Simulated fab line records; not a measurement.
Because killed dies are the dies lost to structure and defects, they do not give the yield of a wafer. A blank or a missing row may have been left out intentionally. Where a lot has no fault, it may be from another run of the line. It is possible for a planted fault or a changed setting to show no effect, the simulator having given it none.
8D (eight disciplines) problem report, filled in by code | flow nandHarc | the parts of the form that need people (team, actions taken, sign-off) are left out

1. PROBLEM STATEMENT
susceptorTempC at NHARC_A_CHANNEL_FILL_D2_ALD_16 reads a mean of 297.21 C on 9 wafers of 3 lots; wafers without a fault read 299.99 C with a standard deviation of 0.18. That puts it -15 standard deviations away from the usual mean.
The step: deposits SiO2, target thk 1.5 nm, pulse time 10 s, ald cycles 15.
The first sign was on wafer L645.4 at day 18 10:02, on aldHk-02. Wafers with a number at this step in the record: 33, from 11 lots. Rule for "out", or "out of limits": more than 4 standard deviations from the usual mean. Any other wafer with a number is counted as sound.

2. WHAT THIS IS AND IS NOT
question                    | is                     | is not
which readings at this step | susceptorTempC         | heaterPowerW, precursorPulseHeightRel
which lots                  | L645, L646, L647       | L636, L638, L640, L644, L653, L656, L657, L658
which wafers of those lots  | all that have a number | -
read on which tools         | aldHk-02               | aldHk-03, aldHk-04
when                        | from day 18 10:02      | up to then (12 sound wafers); but 12 sound wafers of L653, L656, L657, L658 came after

3. WHAT RULES OUT EACH SUSPECT
Counting: any tool at a process step up to the reading is kept as a suspect provided that every lot that is out went through it and no sound lot did after the first of them.
- aldHk-02 at NHARC_A_CHANNEL_FILL_D2_ALD_16 (deposits SiO2, target thk 1.5 nm, pulse time 10 s, ald cycles 15): ruled out as a lasting fault. The sound lots L657 went through it after L645, its earliest lot that is out (day 18 10:02).
Left after counting: nothing in the record.

4. THE CAUSE (what the simulator had put in)
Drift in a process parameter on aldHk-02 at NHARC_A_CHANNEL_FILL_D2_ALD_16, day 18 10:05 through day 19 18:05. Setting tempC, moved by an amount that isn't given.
Counting ruled it out, wrongly.

5. SEQUENCE OF EFFECTS, ordered by route
One row per reading whose mean, taken over the struck wafers that have a number, lies over 3 standard deviations from the usual. Scope: only readings with a usual standard deviation given in the record; hours: median across lots of the time from each lot's start at the first step in this table that gives one to its start at this step; sigmas: change in usual standard deviations.
hours | step                           | reading        | usual    | on struck wafers | change | sigmas
0     | NHARC_A_CHANNEL_FILL_D2_ALD_16 | susceptorTempC | 299.99 C | 297.21           | -2.78  | -15
Process steps it contains:
- NHARC_A_CHANNEL_FILL_D2_ALD_16: deposits SiO2, target thk 1.5 nm, pulse time 10 s, ald cycles 15.
Later measuring or inspecting steps at which every struck wafer that the step has a row for has a number for every such reading, and none has moved that far: NHARC_END_SORT_01.

6. WHAT WOULD HAVE CAUGHT IT SOONER
In this record the first reading out of limits was taken at day 18 10:02.
